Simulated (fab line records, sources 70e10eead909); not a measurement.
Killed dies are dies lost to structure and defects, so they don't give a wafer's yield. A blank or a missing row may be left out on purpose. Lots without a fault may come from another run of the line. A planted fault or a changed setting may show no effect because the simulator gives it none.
Chamber matching | flow nand_harc | NHARC_A_STAIRCASE_DESCUM_291 on rie_diel-02: 4 sister chambers
The step chemistry O2, time 3 s. 18 wafers are shown with their chamber, then 9 later ones without.

WAFERS WITH THEIR CHAMBER
wafer  | chamber | drypump_motor_current_A (A) | showerhead_plenum_p_Torr (Torr) | rf_vpp_V (V)
L081.2 | 3       | 5.25                        | 1.98                            | 57.4
L081.3 | 1       | 5.63                        | 1.82                            | 56.8
L081.6 | 3       | 5.24                        | 1.98                            | 57.7
L083.1 | 3       | 5.27                        | 1.98                            | 58.1
L083.2 | 2       | 5.77                        | 1.86                            | 57.6
L083.6 | 1       | 5.61                        | 1.81                            | 57.0
L084.2 | 2       | 5.82                        | 1.86                            | 58.4
L084.3 | 0       | 6.13                        | 2.03                            | 58.3
L084.4 | 3       | 5.28                        | 1.98                            | 58.2
L086.1 | 1       | 5.66                        | 1.81                            | 57.9
L086.5 | 1       | 5.63                        | 1.81                            | 56.4
L086.6 | 0       | 6.14                        | 2.03                            | 59.3
L088.3 | 2       | 5.77                        | 1.85                            | 57.6
L088.5 | 0       | 6.14                        | 2.02                            | 57.5
L088.6 | 3       | 5.26                        | 1.97                            | 56.8
L087.1 | 3       | 5.26                        | 1.97                            | 58.0
L087.5 | 3       | 5.28                        | 1.97                            | 58.7
L087.6 | 2       | 5.78                        | 1.85                            | 57.4

SIGNATURES (means of the wafers above)
reading                  | chamber 0 | chamber 1 | chamber 2 | chamber 3 | scatter within a chamber
drypump_motor_current_A  | 6.1367    | 5.6325    | 5.7850    | 5.2629    | 0.0177
showerhead_plenum_p_Torr | 2.0267    | 1.8125    | 1.8550    | 1.9757    | 0.00543
rf_vpp_V                 | 58.367    | 57.025    | 57.750    | 57.843    | 0.637
Rule: a wafer's distance from a chamber is the root of the sum, over the readings, of the square of ((its reading less the chamber's mean) divided by the reading's scatter). The wafer belongs to the nearest chamber; if the next one is less than 2 further off, it can't be placed. The scatter: the root of (the sum of the squares of (reading less its chamber's mean) over the shown wafers, divided by (wafers less chambers)).

WAFERS WITHOUT THEIR CHAMBER
wafer  | drypump_motor_current_A (A) | showerhead_plenum_p_Torr (Torr) | rf_vpp_V (V)
L089.2 | 6.13                        | 2.02                            | 56.6
L089.3 | 5.26                        | 1.97                            | 57.7
L089.5 | 5.63                        | 1.81                            | 57.8
L093.1 | 5.62                        | 1.80                            | 57.8
L093.4 | 6.15                        | 2.02                            | 58.8
L093.6 | 5.62                        | 1.80                            | 58.0
L097.4 | 5.61                        | 1.80                            | 57.1
L097.5 | 5.25                        | 1.97                            | 58.9
L097.6 | 6.13                        | 2.02                            | 60.7

WHICH CHAMBER EACH WENT THROUGH
wafer  | from the rows above | in truth
L089.2 | 0                   | 0
L089.3 | 3                   | 3
L089.5 | 1                   | 1
L093.1 | 1                   | 1
L093.4 | 0                   | 0
L093.6 | 1                   | 1
L097.4 | 1                   | 1
L097.5 | 3                   | 3
L097.6 | 0                   | 0
Placed correctly: 9 of 9. Can't be placed from these rows: 0. Placed wrongly: 0.
